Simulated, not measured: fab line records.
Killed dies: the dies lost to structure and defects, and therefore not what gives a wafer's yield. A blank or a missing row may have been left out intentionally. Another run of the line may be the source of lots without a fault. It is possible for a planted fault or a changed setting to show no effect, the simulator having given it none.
fab line records | flow n5-finfet
record: lots: 4 wafers: 12 last-day: 18
route steps=1938 shown BEOL_M4@1099 BEOL_M5@1112 BEOL_M10@1470 PASSIVATION@1936
lots that met no fault: from a run of the same line without faults
start-h: hours from the record's opening day to when the first of the lot's shown wafers began | wait-h: hours since the lot's step before | " the same as in the row above | L1.1+2: several wafers, shown together as one row | - value missing, or start not given | * or withheld: withheld | < > ~ a bound
route shown NAME@n: a module of which the file shows steps, and the number in the route of the first | usual: mean/standard deviation taken from wafers without a fault | same: alike in all rows | chamber/n: place in a boat | sites: each site's reading | _std_site: standard deviation of those values | _edge_site: the outer-site mean with the inner-site mean subtracted | radius-mm: for every site, how far away it sits from the centre of the wafer | mask NAME#n: copy n | behind: tool/chamber where the wafer was last shaped | hold: reason for holding the lot/hours on hold/outcome of the hold | device: the transistor (n, p or np) that didn't switch | end of line: at the end of the route, the tests of the same wafers | step lacking rows: just its recipe | killed: count of dies lost to structure and defects at first sort (not the wafer's yield) | map: the dies of a wafer, with x for killed, . for not killed, _ for no die there
set.NAME: the setting as run; set.NAME@STEP: as run at that earlier step | model.NAME: the simulator's own value behind a step, which no gauge read
a table for each step, a row for each wafer; lots at some steps of the route
services: a tool's chamber out of use, with start hour (start-h, from the record's first day; less than 0 if before it), hours out, and reason
== steps ==
step: N5_BEOL_M4_ANNEAL_95
recipe: temp-c: 400 time-s: 240 ambient: vacuum
step: N5_BEOL_M4_SPUTTER_96
recipe: material: Cu target-thk-a: 45 temp-c: -20 chamber-pressure-pa: 0.07 power-w: withheld time-s: 8.29
step: N5_BEOL_M4_ECD_50
recipe: material: Cu target-thk-a: 3000
step: N5_BEOL_M4_ANNEAL_51
recipe: temp-c: 225 time-s: 90 ambient: N2
step: N5_BEOL_M4_CMP_52
recipe: stop-on: SiOC t-overpolish-s: 6.8 down-force-psi: 1 platen-rpm: 50 clearing-platen-down-force-psi: 1.5 clearing-platen-rpm: 50 post-cmp-clean: cu-alkaline target-thk-nm: 40 clearing-platen-pad-velocity-m-s: 0.99484 pad-velocity-m-s: 0.99484
step: N5_BEOL_M4_PRE_CLEAN_60
recipe: gas: NH3/H2 time-s: 15 temp-c: * rf-power-w: 300
step: N5_BEOL_M4_CO_CAP_55
recipe: material: Co target-thk-a: 20 temp-c: 200 precursor: CCTBA/H2 pressure-torr: 30 time-s: 102.1
step: N5_BEOL_M4_PRE_CLEAN_56
recipe: gas: NH3 time-s: 15 temp-c: withheld rf-power-w: 300
step: N5_BEOL_M4_DEP_57
recipe: material: SiCN target-thk-a: 80 temp-c: withheld precursor: 3MS/NH3 pressure-torr: 3 rf-w: 202 time-s: 14
step: N5_BEOL_M4_RC_MEAS_101
usual: DIBL_N: 36.0/2.2 DIBL_P: 36.2/2.4 IOFF_N: 0.16/0.035 IOFF_P: 0.21/0.037 ION_N: 672/13 ION_P: 461/7 SS_N: 71.4/0.69 SS_P: 73.2/0.75 VT_N: 250/3.4 VT_P: -251/3
columns lot.wafer tool chamber start-h wait-h DIBL_N[mV/V] DIBL_P[mV/V] IOFF_N[nA/um] IOFF_P[nA/um] ION_N[uA/um] ION_P[uA/um] SS_N[mV/dec] SS_P[mV/dec] VT_N[mV] VT_P[mV]
L478.2 prober-01 0 271.02 0.2 37.4 37.4 0.19 0.24 672 462 71.8 73.5 248 -250
L478.3 " 0 " " 37.3 37.3 0.18 0.22 676 462 71.7 73.2 249 -249
L478.6 " 0 " " 35.7 35.6 0.15 0.20 665 455 71.8 73.0 250 -251
L479.1 prober-02 0 302.11 0.0 34.2 34.2 0.13 0.17 652 448 71.5 73.1 256 -253
L479.2 " 0 " " 35.6 36.1 0.14 0.20 653 454 71.3 73.6 252 -253
L479.4 " 0 " " 35.8 36.4 0.15 0.20 672 458 71.1 73.3 252 -253
L481.2 prober-02 0 304.09 0.2 37.9 37.9 0.20 0.23 682 456 72.3 73.2 247 -250
L481.4 " 0 " " 34.1 35.1 0.13 0.17 663 456 70.9 72.7 251 -255
L481.5 " 0 " " 33.5 32.2 0.11 0.15 655 451 71.3 72.3 255 -254
L485.1 prober-01 0 315.90 0.0 33.5 32.5 0.11 0.14 662 454 70.8 72.1 252 -257
L485.2 " 0 " " 39.2 39.1 0.21 0.23 693 468 72.4 73.8 244 -250
L485.4 " 0 " " 36.1 35.8 0.15 0.18 680 461 70.4 72.9 246 -253
step: N5_BEOL_M5_ILD_DEP_00
recipe: material: SiCOH_lowk target-thk-a: 1406.4 temp-c: 300 precursor: DEMS/porogen pressure-torr: 5 rf-w: 500 time-s: 25.9
step: N5_BEOL_M5_CURE_79
recipe: temp-c: 385 time-s: 240 ambient: He/Ar material: SiCOH_lowk
step: N5_BEOL_M5_PECVD_70
recipe: material: SiO2 target-thk-a: 160 temp-c: 400 precursor: TEOS/O2 pressure-torr: 5.5 rf-w: 450 teos-flow-sccm: 53.8 gas: O2 flow-sccm: 3000 time-s: 18
step: N5_BEOL_M5_HM_DEP_02
recipe: material: TiN target-thk-a: 200 temp-c: 25 chamber-pressure-pa: 0.49996
step: N5_BEOL_M5_COAT_59
recipe: resist: SOC temp-c: 250 time-s: 60 spin-rpm: 1500 resist-thk-nm: 60
step: N5_BEOL_M5_COAT_60
recipe: resist: SiARC temp-c: 220 time-s: 60 spin-rpm: 1500 resist-thk-nm: 12
step: N5_BEOL_M5_COAT_71
recipe: resist: underlayer temp-c: 205 time-s: 60 spin-rpm: 1500 resist-thk-nm: 5
step: N5_BEOL_M5_COAT_05
recipe: resist: CAR-EUV spin-rpm: 1500 resist-thk-nm: 30
step: N5_BEOL_M5_EBR_07
recipe: solvent: PGMEA ebr-width-mm: 1.5
step: N5_BEOL_M5_SOFTBAKE_06
recipe: temp-c: 110 time-s: 60 resist: CAR-EUV
step: N5_BEOL_M5_EXPOSE_08
recipe: mask-id: M5 na: 0.33 source-shape: annular sigma-inner: 0.4 sigma-outer: 0.8 polarization: unpolarized target-cd-nm: 28 dose-mj: 35.75
step: N5_BEOL_M5_PEB_09
recipe: peb-temp-c: 100 peb-time-s: 60 resist: CAR-EUV
step: N5_BEOL_M5_DEVELOP_10
recipe: develop-time-s: 30 developer: TMAH resist: CAR-EUV rinse-liquid: surfactant-rinse dry: air-spin dev-temp-c: 23
step: N5_BEOL_M5_DESCUM_16
recipe: chemistry: O2 time-s: 7 source-power-w: 50 bias-power-w: 20 pressure-mtorr: 20 rf-frequency-hz: 2.712e+07 temp-c: 40 resist: CAR-EUV o2-flow-sccm: 225
step: N5_BEOL_M5_ETCH_72
recipe: chemistry: N2/H2 target: underlayer target-depth-a: 65 mask-material: CAR-EUV time-s: 5.2 ion-energy-ev: 200 pressure-mtorr: 30 source-w: 840 bias-w: 150 n2-flow-sccm: 200 h2-flow-sccm: 200 ends: cleared
step: N5_BEOL_M5_ETCH_61
recipe: chemistry: CF4 target: SiARC target-depth-a: 156 mask-material: CAR-EUV time-s: 26 ion-energy-ev: 80 pressure-mtorr: 40 source-w: 545 bias-w: 36 Ar_flow_sccm: 100 cf4-flow-sccm: 100 ends: cleared
step: N5_BEOL_M5_ETCH_62
recipe: chemistry: N2/H2 target: SOC target-depth-a: 750 overetch-a: 150 mask-material: SiARC temp-c: 40 time-s: 112.5 ion-energy-ev: 200 pressure-mtorr: 30 source-w: 840 bias-w: 150 n2-flow-sccm: 200 h2-flow-sccm: 200
step: N5_BEOL_M5_STRIP_63
recipe: chemistry: N2/H2 temp-c: 40 n2-flow-sccm: 200 h2-flow-sccm: 200 rf-frequency-hz: 6e+07
step: N5_BEOL_M5_STRIP_73
recipe: chemistry: N2/H2 temp-c: 40 n2-flow-sccm: 200 h2-flow-sccm: 200 rf-frequency-hz: 6e+07
step: N5_BEOL_M5_STRIP_64
recipe: chemistry: CF4 resist: SiARC power-w: 300 bias-power-w: 75 pressure-mtorr: 50 cf4-flow-sccm: 150 rf-frequency-hz: 6e+07
step: N5_BEOL_M5_HM_OPEN_17
recipe: chemistry: Cl2/BCl3 target-depth-a: 200 overetch-a: 60 target: TiN mask-material: SOC ion-energy-ev: 150 pressure-mtorr: 10 icp-w: 1000 bias-w: 126 Cl2_flow_sccm: 53.25 bcl3-flow-sccm: 21.75 Ar_flow_sccm: 25
step: N5_BEOL_M5_STRIP_19
recipe: chemistry: O2 power-w: 400 temp-c: 40 pressure-mtorr: 30 rf-frequency-hz: 6e+07 bias-power-w: 0 overash-fraction: 0.2 o2-flow-sccm: 225
step: N5_BEOL_M5_COAT_65
recipe: resist: SOC temp-c: 250 time-s: 60 spin-rpm: 1500 resist-thk-nm: 60
step: N5_BEOL_M5_COAT_66
recipe: resist: SiARC temp-c: 220 time-s: 60 spin-rpm: 1500 resist-thk-nm: 12
step: N5_BEOL_M10_ILD_DEP_00
recipe: material: SiCOH_lowk target-thk-a: 3085.1 temp-c: 300 precursor: DEMS/porogen pressure-torr: 5 rf-w: 500 time-s: 58
usual: chamber-pressure-Torr: 4.999/0.011 heater-power-outer-w: 172/43 heater-power-w: 355/65 showerhead-plenum-p-Torr: 5.739/0.023 throttle-valve-pct: 14.1/1.3
columns lot.wafer tool chamber start-h wait-h chamber-pressure-Torr heater-power-outer-w heater-power-w showerhead-plenum-p-Torr throttle-valve-pct
L478.2 pecvd-02 0 323.94 0.0 5.012 166 374 5.713 13.1
L478.3 " 1 " " 5.003 132 306 5.759 14.2
L478.6 " 1 " " 5.013 135 310 5.746 13.9
L481.2 pecvd-02 1 355.45 0.0 - - - - -
L481.4 " 0 " " - - - - -
L481.5 " 2 " " - - - - -
L479.1 pecvd-04 0 356.03 0.0 - - - - -
L479.2 " 1 " " - - - - -
L479.4 " 0 " " - - - - -
L485.1 pecvd-04 1 369.21 0.0 5.000 127 278 5.714 14.9
L485.2 " 0 " " 4.991 140 276 5.734 13.2
L485.4 " 1 " " 5.018 133 281 5.728 14.7
step: N5_BEOL_M10_OCD_MEAS_38
usual: trench-depth-nm: 147.9/2.4
columns lot.wafer tool chamber start-h wait-h trench-depth-nm
L478.2 ocd-02 - 327.95 - 146.7
L478.3 " - " " 143.8
L478.6 " - " " 144.4
L481.2 ocd-02 - 361.29 - -
L481.4 " - " " -
L481.5 " - " " -
L479.1 ocd-02 - 361.55 - -
L479.2 " - " " -
L479.4 " - " " -
L485.1 ocd-02 - 372.54 - 146.4
L485.2 " - " " 147.9
L485.4 " - " " 145.5
step: N5_PASSIVATION_PROBE_49
usual: defect-limited-yield: 91.2/1.4 killed_at_M0_to_M3: 34/9.4 killed_at_M4_up: 14/5.6 killed-at-contacts: 13/7.8 killed-at-front-end: 37/10 killed-at-other: 4/3.3 killed-dies: 103/17 killed-on-rim: 14/3.5 killed-open: 68/13 killed-short: 33/8.2 sort_bin_5_function: 5.1/0.92 sort_bin_6_memory: 3.3/0.71 sort-n-pass: 1077/17 sort-yield-pct: 91.2/1.4
same: gross-dies: 1180 killed-at-back-side: 0 sort_bin_4_leakage[%]: 0 sort_bin_8_speed[%]: 0
columns lot.wafer tool chamber start-h wait-h defect-limited-yield[%] killed_at_M0_to_M3 killed_at_M4_up killed-at-contacts killed-at-front-end killed-at-other killed-dies killed-on-rim killed-open killed-short sort_bin_5_function[%] sort_bin_6_memory[%] sort-n-pass sort-yield-pct[%]
L481.2 prober-02 - 416.88 0.1 0 5 1169 0 5 1 1180 152 12 3 71.1 3.7 0 0
L481.4 prober-02 - 416.98 0.2 0 7 1163 1 9 0 1180 152 9 8 70.1 4.1 0 0
L481.5 prober-02 - 417.03 0.2 0 5 1168 1 4 2 1180 152 8 8 72.4 2.7 0 0
L479.1 prober-02 - 418.67 0.0 0 6 1159 4 11 0 1180 152 17 4 71.4 3.4 0 0
L479.2 prober-02 - 418.72 0.1 0 2 1172 0 6 0 1180 152 7 3 75.4 2.7 0 0
killed by level:class
L481.2 BEOL_M10:lost-pattern=1160 BEOL_M10:area-dep=5 STI_FIN_REVEAL:geometric-particle:open=4 BEOL_M0_SAQP:geometric-particle:open=3 BEOL_M4:geometric-particle:open=3 FIN_SAQP:geometric-particle:short=1 BEOL_M0_SAQP:geometric-particle:short=1 BEOL_M3:geometric-particle:open=1
L481.4 BEOL_M10:lost-pattern=1157 BEOL_M10:area-dep=6 FIN_SAQP:geometric-particle:short=3 BEOL_M3:geometric-particle:open=2 FIN_SAQP:geometric-particle:open=1 STI_FIN_REVEAL:geometric-particle:open=1 GATE_CUT:geometric-particle:open=1 GATE_CUT:geometric-particle:short=1
L481.5 BEOL_M10:lost-pattern=1156 BEOL_M10:area-dep=8 PASS1_CAP:geometric-particle:short=2 FIN_SAQP:geometric-particle:short=1 FIN_CUT:geometric-particle:short=1 STI_FIN_REVEAL:geometric-particle:open=1 GATE_CUT:geometric-particle:open=1 MOL_CONTACT_COAG:geometric-particle:open=1
L479.1 BEOL_M10:lost-pattern=1157 FIN_SAQP:geometric-particle:open=4 MOL_CONTACT_COAG:geometric-particle:open=4 STI_FIN_REVEAL:geometric-particle:open=2 GATE_CUT:geometric-particle:short=2 BEOL_M0_SAQP:geometric-particle:short=2 BEOL_M0_SAQP:geometric-particle:open=2 BEOL_M0:geometric-particle:open=2
L479.2 BEOL_M10:lost-pattern=1162 BEOL_M10:area-dep=8 STARTING-WAFER:geometric-particle:open=3 FIN_SAQP:geometric-particle:open=2 STI_FIN_REVEAL:geometric-particle:short=1 BEOL_M1:geometric-particle:open=1 BEOL_M3:geometric-particle:open=1 BEOL_M4:geometric-particle:short=1
map L479.1 (x killed, . not)
_________________xxxxxxxxxxxx________________
______________xxxxxxxxxxxxxxxxxx_____________
___________xxxxxxxxxxxxxxxxxxxxxxxx__________
__________xxxxxxxxxxxxxxxxxxxxxxxxxx_________
________xxxxxxxxxxxxxxxxxxxxxxxxxxxxxx_______
_______xxxxxxxxxxxxxxxxxxxxxxxxxxxxxxxx______
______xxxxxxxxxxxxxxxxxxxxxxxxxxxxxxxxxx_____
_____xxxxxxxxxxxxxxxxxxxxxxxxxxxxxxxxxxxx____
____xxxxxxxxxxxxxxxxxxxxxxxxxxxxxxxxxxxxxx___
___xxxxxxxxxxxxxxxxxxxxxxxxxxxxxxxxxxxxxxxx__
___xxxxxxxxxxxxxxxxxxxxxxxxxxxxxxxxxxxxxxxx__
__xxxxxxxxxxxxxxxxxxxxxxxxxxxxxxxxxxxxxxxxxx_
__xxxxxxxxxxxxxxxxxxxxxxxxxxxxxxxxxxxxxxxxxx_
_xxxxxxxxxxxxxxxxxxxxxxxxxxxxxxxxxxxxxxxxxxxx
_xxxxxxxxxxxxxxxxxxxxxxxxxxxxxxxxxxxxxxxxxxxx
_xxxxxxxxxxxxxxxxxxxxxxxxxxxxxxxxxxxxxxxxxxxx
_xxxxxxxxxxxxxxxxxxxxxxxxxxxxxxxxxxxxxxxxxxxx
_xxxxxxxxxxxxxxxxxxxxxxxxxxxxxxxxxxxxxxxxxxxx
_xxxxxxxxxxxxxxxxxxxxxxxxxxxxxxxxxxxxxxxxxxxx
_xxxxxxxxxxxxxxxxxxxxxxxxxxxxxxxxxxxxxxxxxxxx
_xxxxxxxxxxxxxxxxxxxxxxxxxxxxxxxxxxxxxxxxxxxx
__xxxxxxxxxxxxxxxxxxxxxxxxxxxxxxxxxxxxxxxxxx_
__xxxxxxxxxxxxxxxxxxxxxxxxxxxxxxxxxxxxxxxxxx_
___xxxxxxxxxxxxxxxxxxxxxxxxxxxxxxxxxxxxxxxx__
___xxxxxxxxxxxxxxxxxxxxxxxxxxxxxxxxxxxxxxxx__
____xxxxxxxxxxxxxxxxxxxxxxxxxxxxxxxxxxxxxx___
_____xxxxxxxxxxxxxxxxxxxxxxxxxxxxxxxxxxxx____
______xxxxxxxxxxxxxxxxxxxxxxxxxxxxxxxxxx_____
_______xxxxxxxxxxxxxxxxxxxxxxxxxxxxxxxx______
________xxxxxxxxxxxxxxxxxxxxxxxxxxxxxx_______
__________xxxxxxxxxxxxxxxxxxxxxxxxxx_________
___________xxxxxxxxxxxxxxxxxxxxxxxx__________
______________xxxxxxxxxxxxxxxxxx_____________
_________________xxxxxxxxxxxx________________
map L481.2 (x killed, . not)
_________________xxxxxxxxxxxx________________
______________xxxxxxxxxxxxxxxxxx_____________
___________xxxxxxxxxxxxxxxxxxxxxxxx__________
__________xxxxxxxxxxxxxxxxxxxxxxxxxx_________
________xxxxxxxxxxxxxxxxxxxxxxxxxxxxxx_______
_______xxxxxxxxxxxxxxxxxxxxxxxxxxxxxxxx______
______xxxxxxxxxxxxxxxxxxxxxxxxxxxxxxxxxx_____
_____xxxxxxxxxxxxxxxxxxxxxxxxxxxxxxxxxxxx____
____xxxxxxxxxxxxxxxxxxxxxxxxxxxxxxxxxxxxxx___
___xxxxxxxxxxxxxxxxxxxxxxxxxxxxxxxxxxxxxxxx__
___xxxxxxxxxxxxxxxxxxxxxxxxxxxxxxxxxxxxxxxx__
__xxxxxxxxxxxxxxxxxxxxxxxxxxxxxxxxxxxxxxxxxx_
__xxxxxxxxxxxxxxxxxxxxxxxxxxxxxxxxxxxxxxxxxx_
_xxxxxxxxxxxxxxxxxxxxxxxxxxxxxxxxxxxxxxxxxxxx
_xxxxxxxxxxxxxxxxxxxxxxxxxxxxxxxxxxxxxxxxxxxx
_xxxxxxxxxxxxxxxxxxxxxxxxxxxxxxxxxxxxxxxxxxxx
_xxxxxxxxxxxxxxxxxxxxxxxxxxxxxxxxxxxxxxxxxxxx
_xxxxxxxxxxxxxxxxxxxxxxxxxxxxxxxxxxxxxxxxxxxx
_xxxxxxxxxxxxxxxxxxxxxxxxxxxxxxxxxxxxxxxxxxxx
_xxxxxxxxxxxxxxxxxxxxxxxxxxxxxxxxxxxxxxxxxxxx
_xxxxxxxxxxxxxxxxxxxxxxxxxxxxxxxxxxxxxxxxxxxx
__xxxxxxxxxxxxxxxxxxxxxxxxxxxxxxxxxxxxxxxxxx_
__xxxxxxxxxxxxxxxxxxxxxxxxxxxxxxxxxxxxxxxxxx_
___xxxxxxxxxxxxxxxxxxxxxxxxxxxxxxxxxxxxxxxx__
___xxxxxxxxxxxxxxxxxxxxxxxxxxxxxxxxxxxxxxxx__
____xxxxxxxxxxxxxxxxxxxxxxxxxxxxxxxxxxxxxx___
_____xxxxxxxxxxxxxxxxxxxxxxxxxxxxxxxxxxxx____
______xxxxxxxxxxxxxxxxxxxxxxxxxxxxxxxxxx_____
_______xxxxxxxxxxxxxxxxxxxxxxxxxxxxxxxx______
________xxxxxxxxxxxxxxxxxxxxxxxxxxxxxx_______
__________xxxxxxxxxxxxxxxxxxxxxxxxxx_________
___________xxxxxxxxxxxxxxxxxxxxxxxx__________
______________xxxxxxxxxxxxxxxxxx_____________
_________________xxxxxxxxxxxx________________
== services ==
columns tool chamber start-h hours kind
pecvd-04 - 305.66 14.0 repair
pecvd-02 1 324.87 29.1 repair
pecvd-04 0 359.54 2.1 scheduled-down
pecvd-04 2 368.09 2.1 scheduled-down
== key ==
first-sign: step: N5_BEOL_M10_ILD_DEP_00 reading: tool-record direction: missing
effect: step: N5_BEOL_M10_OCD_MEAS_38 reading: trench-depth-nm direction: missing
effect: step: N5_PASSIVATION_PROBE_49 reading: killed_at_M4_up direction: up sigmas: 99+ usual: 14 struck: 1166
met-at N5_BEOL_M10_ILD_DEP_00
struck-wafers L479.1,L479.2,L479.4,L481.2,L481.4,L481.5
rows-end L479.4
later-rows-left-out L479.1,L479.2,L481.2,L481.4,L481.5
onset-between 323.94 355.45
fault: kind: skipped-step-whole tool: pecvd-02,pecvd-04 chamber: - onset-h: 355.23 steps: N5_BEOL_M10_ILD_DEP_00 scope: struck-lots-only
later-rows-left-out: the simulator's readings of these wafers behind a module that went badly wrong aren't trusted and aren't shown, but for the sort
rows-end: these wafers met a further fault down the route, and their rows from its step on are left out
